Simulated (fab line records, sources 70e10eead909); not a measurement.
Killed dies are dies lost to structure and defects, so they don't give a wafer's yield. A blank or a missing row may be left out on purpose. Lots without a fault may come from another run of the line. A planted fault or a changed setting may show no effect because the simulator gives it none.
A struck lot beside a sound one | flow nand_harc | 14 steps out of a route of 1302
Sound: wafers L370.1, L370.2, L370.3. Struck: wafers L383.2, L383.6. The cause comes at the end.
At each step with rows: each side's tool, then ch and its chambers, then its first start. Under that, the readings that differ: sound wafers | struck wafers | difference of the means | sigmas: that difference in standard deviations of wafers without a fault.
alike: readings whose means differ by less than 2 such deviations, and words and numbers that are the same on both sides. not compared: withheld readings, readings that some wafer has no value for, bounds like >300 that may hide the same value, and numbers for which the record gives no deviation and whose values overlap.
The two part at a step that has a row with sigmas, a row that says differs or no value, or rows on one side only. Numbers that don't overlap but have no deviation are shown without sigmas and don't part them. A reading that every wafer of one side lacks parts them only if that side has two wafers or more.

first, 4 steps without rows for these wafers: NHARC_A_WL_FILL_STRIP_28 (strips in post etch residue remover, time 1200 s); NHARC_A_WL_FILL_PRECLEAN_06 (cleans in DIW, time 300 s); NHARC_A_WL_FILL_SRD_07; NHARC_A_WL_FILL_ANNEAL_08 (time 1800 s).
NHARC_A_WL_FILL_ALD_10: deposits SiO2, target thk 50 nm, pulse time 10 s, ald cycles 500.
  sound on ald_hk-02 ch 0,1,3, day 21 11:32; struck on ald_hk-02 ch 2,3, day 26 10:10
  alike: heater_power_w, precursor_pulse_height_rel
NHARC_A_WL_FILL_ETCHBACK_16: etches the open film in C4F8/O2/Ar, target depth 120 nm, time 24 s.
  sound on rie_diel-01 ch 0,1,2; struck on rie_diel-08 ch 0
  alike: oes_product_au, rf_vpp_V
  not compared: rf_hours_counter_h
NHARC_A_WL_FILL_STRIP_29: strips in O2, time 20 s.
  sound on rie_diel-01 ch 0,1,2, day 21 16:16; struck on rie_diel-08 ch 1,2, day 26 13:54
  alike: drypump_motor_current_A, oes_product_au, rf_vpp_V, showerhead_plenum_p_Torr, throttle_valve_pct
  not compared: rf_hours_counter_h
NHARC_A_WL_FILL_ETCHBACK_17: etches the open film in Cl2/BCl3, target depth 4 nm, time 26.7 s.
  sound on rie_metal-02 ch 0,1, day 21 16:22; struck on rie_metal-01 ch 1, day 26 13:59
  reading                     | sound       | struck  | difference | sigmas
  drypump_motor_current_A (A) | 6.0 5.7 6.0 | 5.0 5.0 | -0.9       | -3
  alike: oes_product_au
  not compared: rf_hours_counter_h
then, 3 steps without rows for these wafers: NHARC_A_WL_FILL_PRECLEAN_18 (cleans in dHF, time 30 s); NHARC_A_WL_FILL_SRD_21; NHARC_A_WL_FILL_CVD_23 (deposits poly-Si, target thk 40 nm, time 800 s).
NHARC_A_WL_FILL_ETCHBACK_26: etches the open film in HBr, target depth 52 nm, time 13.3 s.
  sound on rie_si-04 ch 1,2,3, day 21 21:36; struck on rie_si-04 ch 3, day 26 19:36
  reading               | sound             | struck      | difference | sigmas
  oes_product_au (a.u.) | 1.012 0.995 0.983 | 0.925 0.922 | -0.073     | -5
  alike: drypump_motor_current_A, hbr_flow_sccm, throttle_valve_pct
  not compared: rf_hours_counter_h
then, 1 step without rows for these wafers: NHARC_A_WL_FILL_PRECLEAN_30 (cleans in dHF, time 10 s).
NHARC_END_SORT_01:
  the record has rows for the sound wafers here (prober-02 ch 0, day 25 03:50) and none for the struck ones

WHERE THEY PART
First at NHARC_A_WL_FILL_ETCHBACK_17; last, within this record, at NHARC_END_SORT_01.

WHY: what the simulator had put in
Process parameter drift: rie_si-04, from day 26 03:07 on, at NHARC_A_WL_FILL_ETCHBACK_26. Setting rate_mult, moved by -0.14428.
